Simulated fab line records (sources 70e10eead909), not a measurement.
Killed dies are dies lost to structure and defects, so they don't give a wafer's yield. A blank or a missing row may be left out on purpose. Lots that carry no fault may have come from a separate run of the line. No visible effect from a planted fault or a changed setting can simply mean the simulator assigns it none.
fab line records	flow nand_harc
record lots=6	wafers=18	last_day=24
route steps=1159 shown P_CONTACT@249 P_M0@253 END@1159
lots that met no fault: taken from a fault-free run of the same line
start_h: the number of hours between the record's first day and the start of the first shown wafer of the lot	wait_h: hours since the lot's step before	" repeats the value in the row above	L1.1+2: a single row standing in for several wafers	- no value, or no start was given	* or withheld: withheld	< > ~ a bound
route shown NAME@n: NAME is a module with steps in the file, n the number in the route of the first one	usual: average and standard deviation across the fault-free wafers	same: alike in all rows	chamber/n: place in a boat	sites: the reading at each site	_std_site: the values' standard deviation	_edge_site: the outer-site mean with the inner-site mean subtracted	radius_mm: how far each site lies from the wafer's centre	mask NAME#n: copy n	behind: the tool/chamber that last shaped the wafer	hold: why the lot was held/for how many hours/how that ended	device: names the non-switching transistor (n, p or np)	end of line: the same wafers' tests at the end of the route	step lacking rows: just its recipe	killed: dies that structure and defects cost at the first sort, which is not the same as the wafer's yield	map: dies across one wafer; x = killed, . = not, _ = none there
set.NAME: the setting the step ran with; set.NAME@STEP: the setting that earlier step ran with	model.NAME: the simulator's own value behind a step, which no gauge read
a table for each step, a row for each wafer; lots at some steps of the route
services: when a tool's chamber went out of use (start_h, in hours from the record's first day, below 0 if earlier), for how many hours, and the reason
## steps
# step NHARC_P_CONTACT_CMP_24
# recipe t_overpolish_s=30	target_thk_nm=200
# usual edge_zone_pressure_frac=1.000/0.0048	motor_current_A=12.9/1.5	overpolish_run_s=30.000/0.0089	retaining_ring_pressure_frac=1.000/0.005	slurry_flow_ml_min=150.0/0.47	time_to_endpoint_s=39.5/2.3
lot.wafer	tool	chamber	start_h	wait_h	edge_zone_pressure_frac	motor_current_A	overpolish_run_s	retaining_ring_pressure_frac	slurry_flow_ml_min	time_to_endpoint_s
L911.1	cmp-03	1	138.09	0.6	0.998	14.2	29.994	0.998	149.7	42.5
L911.2	"	2	"	"	0.995	11.3	30.015	1.001	149.6	39.4
L911.6	"	1	"	"	1.008	13.4	29.999	0.996	149.7	40.3
L910.1	cmp-03	2	142.96	0.6	0.999	10.6	29.990	1.002	150.2	36.8
L910.4	"	3	"	"	1.002	13.6	30.000	1.005	149.9	40.0
L910.2	"	1	"	"	0.993	14.0	29.980	0.996	150.5	38.9
L920.1	cmp-03	3	191.10	0.6	1.005	13.0	30.003	0.997	150.2	37.3
L920.4	"	0	"	"	1.003	15.1	29.990	1.006	150.2	34.3
L920.6	"	3	"	"	0.999	14.1	29.987	0.997	150.3	40.5
L922.1	cmp-04	0	208.24	0.5	0.995	14.4	29.999	0.995	149.3	40.8
L922.4	"	1	"	"	0.997	14.5	29.999	1.003	150.2	40.4
L922.6	"	2	"	"	0.989	11.9	29.991	1.001	149.5	42.5
L923.4	cmp-04	3	215.69	0.4	0.999	11.8	29.999	0.998	151.1	40.6
L923.2	"	0	"	"	0.995	14.8	30.011	1.004	150.1	39.2
L923.6	"	2	"	"	1.007	11.5	30.001	0.996	150.0	41.7
L928.4	cmp-03	0	239.67	0.3	0.996	14.9	30.008	0.996	149.5	37.1
L928.1	"	1	"	"	0.996	13.9	29.979	1.002	150.7	38.0
L928.2	"	2	"	"	0.990	10.2	30.002	1.004	149.6	36.3
# step NHARC_P_CONTACT_SRD_26
# step NHARC_P_CONTACT_INSPECT_27
# usual raw_defect_count=320/130
lot.wafer	tool	chamber	start_h	wait_h	raw_defect_count
L911.1	defect_inspect-02	-	138.47	0.1	490
L911.2	"	-	"	"	251
L911.6	"	-	"	"	240
L910.1	defect_inspect-01	-	143.36	0.1	273
L910.2	"	-	"	"	401
L910.4	"	-	"	"	327
L920.1	defect_inspect-02	-	191.50	0.1	309
L920.4	"	-	"	"	212
L920.6	"	-	"	"	221
L922.1	defect_inspect-01	-	208.59	0.1	242
L922.4	"	-	"	"	259
L922.6	"	-	"	"	385
L923.2	defect_inspect-01	-	216.04	0.1	308
L923.4	"	-	"	"	290
L923.6	"	-	"	"	422
L928.1	defect_inspect-01	-	240.05	0.1	648
L928.2	"	-	"	"	446
L928.4	"	-	"	"	424
# step NHARC_P_M0_DEP_00
# recipe target_thk_a=1500	target_thk_nm=150	temp_c=withheld	pressure_torr=5	flow_sccm=200	rf_w=600	material=SiOC
# step NHARC_P_M0_DEHYDRATE_01
# recipe temp_c=150	time_s=120
# step NHARC_P_M0_HMDS_02
# recipe time_s=30
# step NHARC_P_M0_COAT_33
# recipe temp_c=200	time_s=65
# step NHARC_P_M0_COAT_03
# recipe spin_rpm=1500	resist_thk_nm=90
# step NHARC_P_M0_SOFTBAKE_04
# recipe temp_c=105	time_s=55
# step NHARC_P_M0_EBR_05
# step NHARC_P_M0_EXPOSE_06
# recipe na=1.35	target_cd_nm=90	dose_mj=81.28	mask_id=P_M0
# step NHARC_P_M0_PEB_07
# recipe peb_temp_c=100	peb_time_s=65
# usual chill_plate_temp_C=22.98/0.11	heater_power_total_W=156.6/0.43	plate_temp_C=99.99/0.12
lot.wafer	tool	chamber	start_h	wait_h	chill_plate_temp_C	heater_power_total_W	plate_temp_C
L911.1	litho_track-04	0	139.37	0.1	23.14	156.2	100.08
L911.2	"	0	"	"	23.00	156.4	100.24
L911.6	"	0	"	"	22.91	155.8	100.12
L910.1	litho_track-01	0	144.18	0.1	23.10	156.8	99.93
L910.2	"	0	"	"	23.05	156.6	100.02
L910.4	"	0	"	"	23.07	156.6	100.03
L920.1	litho_track-04	0	192.32	0.1	22.89	165.2	103.98
L920.4	"	0	"	"	22.94	164.8	104.20
L920.6	"	0	"	"	22.95	165.5	103.94
L922.1	litho_track-04	0	209.43	0.1	22.86	165.2	104.00
L922.4	"	0	"	"	22.97	165.0	104.01
L922.6	"	0	"	"	22.94	164.7	104.06
L923.2	litho_track-06	0	216.86	0.1	22.90	157.0	99.90
L923.4	"	0	"	"	22.94	157.1	100.09
L923.6	"	0	"	"	22.95	156.3	99.95
L928.1	litho_track-06	0	240.73	0.1	22.94	156.5	100.01
L928.2	"	0	"	"	22.91	157.0	99.94
L928.4	"	0	"	"	23.00	156.2	100.11
# step NHARC_P_M0_DEVELOP_08
# recipe develop_time_s=35	dev_temp_c=23
# step NHARC_P_M0_CD_MEAS_09
# recipe target_cd_nm=90	landing_energy_ev=500
# usual cd_nm=90.0/0.62
# same landing_energy_ev=500
lot.wafer	tool	chamber	start_h	wait_h	cd_nm
L911.1	cd_sem-02	0	139.45	-	89.9
L911.2	"	0	"	"	90.0
L911.6	"	0	"	"	89.9
L910.1	cd_sem-03	0	144.26	-	89.0
L910.2	"	0	"	"	90.0
L910.4	"	0	"	"	89.6
L920.1	cd_sem-01	0	192.40	-	103.6
L920.4	"	0	"	"	103.7
L920.6	"	0	"	"	103.4
L922.1	cd_sem-03	0	209.51	-	103.3
L922.4	"	0	"	"	103.9
L922.6	"	0	"	"	103.2
L923.2	cd_sem-03	0	216.94	-	90.1
L923.4	"	0	"	"	90.9
L923.6	"	0	"	"	90.2
L928.1	cd_sem-03	0	240.81	-	90.6
L928.2	"	0	"	"	90.3
L928.4	"	0	"	"	90.2
# step NHARC_P_M0_OVL_MEAS_10
# recipe pitch_nm=180
# usual overlay_x_nm=-0.1/0.79	overlay_y_nm=0.0/0.7
lot.wafer	tool	chamber	start_h	wait_h	overlay_x_nm	overlay_y_nm
L911.1	overlay-01	-	139.54	-	1.4	0.0
L911.2	"	-	"	"	1.4	0.2
L911.6	"	-	"	"	1.0	-0.4
L910.1	overlay-02	-	144.35	-	0.1	-1.0
L910.2	"	-	"	"	0.1	-1.4
L910.4	"	-	"	"	0.4	-1.1
L920.1	overlay-02	-	192.49	-	-0.1	0.4
L920.4	"	-	"	"	-0.3	-0.3
L920.6	"	-	"	"	-0.5	0.3
L922.1	overlay-02	-	209.60	-	-0.6	0.6
L922.4	"	-	"	"	-0.2	0.1
L922.6	"	-	"	"	0.1	0.4
L923.2	overlay-01	-	217.03	-	-0.9	0.6
L923.4	"	-	"	"	-1.3	0.5
L923.6	"	-	"	"	-0.6	0.5
L928.1	overlay-01	-	240.90	-	0.3	-0.8
L928.2	"	-	"	"	0.6	-0.1
L928.4	"	-	"	"	0.3	-0.9
# step NHARC_P_M0_INSPECT_11
# usual raw_defect_count=4.2/2.6
lot.wafer	tool	chamber	start_h	wait_h	raw_defect_count
L911.1	defect_inspect-02	-	139.58	0.0	1
L911.2	"	-	"	"	1
L911.6	"	-	"	"	9
L910.1	defect_inspect-02	-	144.39	0.0	2
L910.2	"	-	"	"	1
L910.4	"	-	"	"	3
L920.1	defect_inspect-01	-	192.53	0.0	9
L920.4	"	-	"	"	4
L920.6	"	-	"	"	4
L922.1	defect_inspect-02	-	209.63	0.0	3
L922.4	"	-	"	"	3
L922.6	"	-	"	"	6
L923.2	defect_inspect-02	-	217.06	0.0	3
L923.4	"	-	"	"	3
L923.6	"	-	"	"	7
L928.1	defect_inspect-02	-	240.94	0.0	5
L928.2	"	-	"	"	1
L928.4	"	-	"	"	5
# step NHARC_P_M0_DESCUM_14
# recipe time_s=3	o2_flow_sccm=200	ar_flow_sccm=0	bias_power_w=0	chemistry=O2
# usual drypump_motor_current_A=5.7/0.49	oes_product_au=0.997/0.0075	rf_vpp_V=57.9/0.94	showerhead_plenum_p_Torr=1.94/0.083	throttle_valve_pct=11.312/0.0086
lot.wafer	tool	chamber	start_h	wait_h	drypump_motor_current_A	oes_product_au	rf_hours_counter_h	rf_vpp_V	showerhead_plenum_p_Torr	throttle_valve_pct	model.P_M0.cd_nm
L911.1	rie_diel-02	1	139.65	0.1	6.0	1.012	11	56.1	1.82	11.309	89.66
L911.2	"	2	"	"	6.0	0.994	11	57.4	1.94	11.320	90.16
L911.6	"	0	"	"	5.5	0.998	-	56.6	1.80	11.303	89.77
L910.1	rie_diel-02	0	144.45	0.1	5.5	0.997	12	57.1	1.80	11.312	89.62
L910.4	"	2	"	"	6.1	0.995	12	57.1	1.94	11.303	89.91
L910.2	"	3	"	"	5.5	1.000	12	56.7	1.87	11.303	91.05
L920.4	rie_diel-06	2	192.59	0.1	5.6	0.996	8	57.6	2.06	11.316	103.9
L920.1	"	3	"	"	5.0	0.990	8	57.9	1.94	11.305	103.7
L920.6	"	3	"	"	5.0	0.989	-	56.5	1.94	11.330	103.4
L922.1	rie_diel-06	1	209.70	0.1	6.1	1.001	10	56.4	2.00	11.323	103.7
L922.4	"	2	"	"	5.6	0.999	10	58.4	2.06	11.323	104
L922.6	"	0	"	"	6.0	0.988	-	58.4	1.98	11.300	103.3
L923.2	rie_diel-06	1	217.14	0.1	6.1	0.991	10	58.5	2.00	11.299	90.17
L923.4	"	2	"	"	5.6	1.003	10	57.8	2.06	11.319	90.66
L923.6	"	3	"	"	5.0	0.988	-	58.7	1.94	11.317	89.93
L928.4	rie_diel-13	3	241.00	0.1	6.5	1.002	9	57.4	1.99	11.304	90.44
L928.2	"	0	"	"	4.8	0.992	10	57.2	1.84	11.307	90.71
L928.1	"	1	"	"	6.8	1.014	10	57.6	1.98	11.296	91.39
# step NHARC_P_M0_ETCH_34
# recipe target_depth_a=400	overetch_a=120	time_s=43.94	ion_energy_ev=200	n2_flow_sccm=150	h2_flow_sccm=150	ar_flow_sccm=0	rf_w=400	bias_w=150	chemistry=N2/H2
# usual drypump_motor_current_A=5.8/0.48	oes_product_au=0.995/0.0075	rf_vpp_V=431.3/2.6	showerhead_plenum_p_Torr=2.07/0.089	throttle_valve_pct=14.171/0.0082
lot.wafer	tool	chamber	start_h	wait_h	drypump_motor_current_A	oes_product_au	rf_hours_counter_h	rf_vpp_V	showerhead_plenum_p_Torr	throttle_valve_pct
L911.1	rie_diel-02	3	139.74	0.1	5.5	0.997	12	429.7	1.99	14.184
L911.2	"	0	"	"	5.5	1.007	11	426.7	1.92	14.194
L911.6	"	1	"	"	6.1	1.004	-	428.1	1.94	14.165
L910.1	rie_diel-02	2	144.53	0.1	6.1	0.994	12	429.6	2.07	14.163
L910.2	"	0	"	"	5.5	0.995	12	427.4	1.92	14.159
L910.4	"	1	"	"	6.0	1.001	12	427.2	1.94	14.174
L920.1	rie_diel-06	0	192.67	0.1	5.9	0.987	8	433.2	2.12	14.180
L920.4	"	2	"	"	5.6	0.997	8	435.3	2.21	14.157
L920.6	"	0	"	"	5.9	0.990	-	432.2	2.12	14.188
L922.4	rie_diel-06	3	209.78	0.1	5.0	0.991	10	432.7	2.07	14.179
L922.1	"	0	"	"	5.9	0.984	9	432.6	2.12	14.164
L922.6	"	3	"	"	5.0	0.988	-	431.4	2.07	14.176
L923.4	rie_diel-06	3	217.21	0.1	5.0	0.986	10	431.0	2.07	14.168
L923.2	"	0	"	"	6.0	0.995	10	432.0	2.12	14.160
L923.6	"	0	"	"	5.9	0.989	-	432.6	2.12	14.165
L928.2	rie_diel-13	3	241.09	0.1	6.5	0.996	9	433.3	2.12	14.166
L928.4	"	0	"	"	4.8	1.000	10	427.4	1.96	14.170
L928.1	"	1	"	"	6.8	1.014	10	433.2	2.11	14.155
# step NHARC_P_M0_ETCH_15
# recipe target_depth_a=1500	overetch_a=150	time_s=82.5	c4f8_flow_sccm=withheld	ar_flow_sccm=400	rf_w=600	bias_w=300	chemistry=C4F8/Ar
# usual oes_product_au=0.950/0.023	rf_vpp_V=441.6/2.5
lot.wafer	tool	chamber	start_h	wait_h	oes_product_au	rf_hours_counter_h	rf_vpp_V	model.P_M0.cd_nm
L911.2	rie_diel-02	2	-	-	0.976	11	440.9	90.81
L911.1	"	0	"	"	0.955	11	436.3	89.93
L911.6	"	1	"	"	0.961	-	438.6	89.72
L910.1	rie_diel-02	1	-	-	0.972	12	437.5	89.65
L910.4	"	2	"	"	0.983	12	442.4	89.96
L910.2	"	3	"	"	0.979	12	438.6	91.07
L920.4	rie_diel-06	3	-	-	0.922	8	441.4	103.7
L920.1	"	2	"	"	0.920	8	444.6	103.4
L920.6	"	3	"	"	0.924	-	441.7	103.1
L922.1	rie_diel-06	2	-	-	0.928	10	445.2	103.2
L922.4	"	3	"	"	0.926	10	444.1	103.9
L922.6	"	0	"	"	0.912	-	443.1	103.1
L923.4	rie_diel-06	0	-	-	0.928	10	442.5	90.29
L923.2	"	3	"	"	0.928	10	441.9	89.48
L923.6	"	0	"	"	0.921	-	443.0	89.14
L928.2	rie_diel-13	3	-	-	0.921	9	443.0	90.79
L928.1	"	0	"	"	0.918	10	440.0	91.42
L928.4	"	1	"	"	0.926	10	442.6	90.52
# step NHARC_P_M0_CD_MEAS_16
# usual cd_nm=90.0/0.83
lot.wafer	tool	chamber	start_h	wait_h	cd_nm
L911.1	cd_sem-03	-	139.94	-	90.0
L911.2	"	-	"	"	90.7
L911.6	"	-	"	"	89.6
L910.1	cd_sem-03	-	144.75	-	89.7
L910.2	"	-	"	"	91.3
L910.4	"	-	"	"	89.8
L920.1	cd_sem-03	-	192.89	-	103.3
L920.4	"	-	"	"	103.5
L920.6	"	-	"	"	103.1
L922.1	cd_sem-01	-	209.99	-	103.4
L922.4	"	-	"	"	103.9
L922.6	"	-	"	"	103.2
L923.2	cd_sem-02	-	217.44	-	89.5
L923.4	"	-	"	"	90.4
L923.6	"	-	"	"	88.7
L928.1	cd_sem-03	-	241.30	-	92.0
L928.2	"	-	"	"	90.9
L928.4	"	-	"	"	90.4
# step NHARC_END_SORT_01
# recipe temp_c=25
# usual defect_limited_yield=95.8/1.2	killed_at_array=24/7.4	killed_at_other=0.5/0.81	killed_at_periphery=3.4/2.3	killed_dies=28/8	killed_open=3.4/1.8	killed_short=2.0/1.4	sort_bin_2_pct=1.3/0.54	sort_bin_3_pct=0.23/0.2	sort_bin_4_pct=2.7/0.77	sort_n_pass=649/8	sort_rim_yield_pct=94.2/2.7	sort_yield_pct=95.8/1.2
# same gross_dies=677	sort_bin_5_pct[%]=0	sort_bin_6_pct[%]=0	sort_bin_7_pct[%]=0	sort_bin_8_pct[%]=0	sort_rim_n_gross=106.00
lot.wafer	tool	chamber	start_h	wait_h	defect_limited_yield[%]	killed_at_array	killed_at_other	killed_at_periphery	killed_dies	killed_open	killed_short	sort_bin_2_pct[%]	sort_bin_3_pct[%]	sort_bin_4_pct[%]	sort_n_pass	sort_rim_yield_pct[%]	sort_yield_pct[%]
L920.1	prober-01	0	517.16	2.5	96.6	21	0	2	23	1	0	1.8	0	1.6	654	96.2	96.6
L920.4	prober-01	0	519.58	3.4	95.9	23	0	5	28	4	1	1.0	0.30	2.8	649	91.5	95.9
L920.6	prober-01	0	521.18	4.0	96.0	25	0	2	27	6	0	1.5	0.30	2.2	650	93.4	96.0
L923.6	prober-02	0	542.38	4.0	94.1	36	1	3	40	8	2	2.1	0.44	3.4	637	91.5	94.1
L922.1	prober-01	0	546.04	2.5	94.1	39	0	1	40	1	5	1.9	0.15	3.8	637	91.5	94.1
L922.4	prober-01	0	548.40	3.4	95.9	26	0	2	28	3	2	1.6	0.30	2.2	649	91.5	95.9
L922.6	prober-01	0	549.98	3.9	96.0	24	0	3	27	4	0	1.8	0.30	1.9	650	91.5	96.0
# killed by level:class
L920.1 A_CHANNEL_HOLE_D1:chamber_film_flake=11 A_CONTACT:chamber_film_flake=6 A_STAIRCASE:chamber_film_flake=3 A_CONTACT:geometric_particle:open=1 P_ZERO_WELL:chamber_film_flake=1 P_GATE:chamber_film_flake=1
L920.4 A_CHANNEL_HOLE_D1:chamber_film_flake=13 A_STAIRCASE:chamber_film_flake=3 A_CONTACT:chamber_film_flake=3 P_GATE:geometric_particle:open=1 P_CONTACT:geometric_particle:open=1 P_M2:geometric_particle:open=1 A_CHANNEL_FILL_D1:geometric_particle:open=1 A_CHANNEL_FILL_D1:geometric_particle:short=1
L920.6 A_CHANNEL_HOLE_D1:chamber_film_flake=8 A_CONTACT:chamber_film_flake=8 A_CONTACT:geometric_particle:open=2 P_ZERO_WELL:chamber_film_flake=2 A_STAIRCASE:chamber_film_flake=2 A_ONON_D1:geometric_particle:open=1 A_CHANNEL_FILL_D1:geometric_particle:open=1 A_SGD_CUT:geometric_particle:open=1
L923.6 A_SLIT:chamber_film_flake=10 A_CHANNEL_HOLE_D1:chamber_film_flake=6 A_STAIRCASE:chamber_film_flake=5 A_CONTACT:chamber_film_flake=3 A_CONTACT:geometric_particle:open=2 A_BLC:geometric_particle:open=2 A_M0:geometric_particle:open=2 P_GATE:chamber_film_flake=2
L922.1 A_CHANNEL_HOLE_D1:chamber_film_flake=17 A_CONTACT:chamber_film_flake=6 A_WL_FILL:geometric_particle:short=3 A_CHANNEL_FILL_D1:chamber_film_flake=3 A_STAIRCASE:chamber_film_flake=3 A_WL_FILL:chamber_film_flake=3 A_BLC:chamber_film_flake=2 P_M1:geometric_particle:short=1
L922.4 A_CHANNEL_HOLE_D1:chamber_film_flake=8 A_CONTACT:chamber_film_flake=6 A_STAIRCASE:chamber_film_flake=5 A_CHANNEL_FILL_D1:geometric_particle:short=2 P_M0:geometric_particle:open=1 A_ONON_D1:geometric_particle:open=1 A_CHANNEL_HOLE_D1:geometric_particle:open=1 P_GATE:chamber_film_flake=1
L922.6 A_CHANNEL_HOLE_D1:chamber_film_flake=9 A_STAIRCASE:chamber_film_flake=5 A_CONTACT:chamber_film_flake=4 A_CONTACT:geometric_particle:open=3 A_CHANNEL_FILL_D1:chamber_film_flake=3 P_GATE:chamber_film_flake=2 P_M1:geometric_particle:open=1
## services
tool	chamber	start_h	hours	kind
litho_track-06	-	117.00	7.0	pm
rie_diel-06	0	122.21	-	clean
rie_diel-06	1	122.21	-	clean
rie_diel-06	2	122.21	-	clean
rie_diel-06	3	122.21	-	clean
cmp-03	-	126.18	1.3	repair
rie_diel-06	3	140.28	4.9	repair
litho_track-04	-	141.00	7.0	pm
rie_diel-06	0	146.71	-	clean
rie_diel-06	1	146.71	-	clean
rie_diel-06	2	146.71	-	clean
rie_diel-06	3	146.71	-	clean
rie_diel-02	-	150.70	9.0	pm
cmp-03	-	156.16	4.0	pm
cmp-03	-	163.31	1.1	repair
cmp-04	-	165.70	1.1	repair
cmp-03	-	166.27	9.4	repair
rie_diel-06	0	171.21	-	clean
rie_diel-06	1	171.21	-	clean
rie_diel-06	2	171.21	-	clean
rie_diel-02	-	172.14	0.6	repair
rie_diel-13	2	194.24	4.3	repair
cmp-04	-	203.08	4.0	pm
cmp-03	-	211.65	0.4	repair
## key
first_sign step=NHARC_P_M0_PEB_07	reading=plate_temp_C	direction=up	sigmas=34	usual=*	struck=*
effect step=NHARC_P_M0_PEB_07	reading=heater_power_total_W	direction=up	sigmas=20	usual=*	struck=*
effect step=NHARC_P_M0_CD_MEAS_09	reading=cd_nm	direction=up	sigmas=22	usual=90.0	struck=103.5
effect step=NHARC_P_M0_CD_MEAS_16	reading=cd_nm	direction=up	sigmas=16	usual=90.0	struck=103.4
model_effect step=NHARC_P_M0_DESCUM_14	value=P_M0.cd_nm	without=90.31	struck=103.7
model_effect step=NHARC_P_M0_ETCH_15	value=P_M0.cd_nm	without=90.06	struck=103.4
met_at NHARC_P_M0_PEB_07
struck_wafers L920.1,L920.4,L920.6,L922.1,L922.4,L922.6
onset_between 139.37 192.32
fault kind=process_parameter_drift	tool=litho_track-04	chamber=-	onset_h=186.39	steps=NHARC_P_M0_PEB_07	channel=peb_temp_c	offset=*	shape=step	end_h=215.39	acts_in=*	stated=*
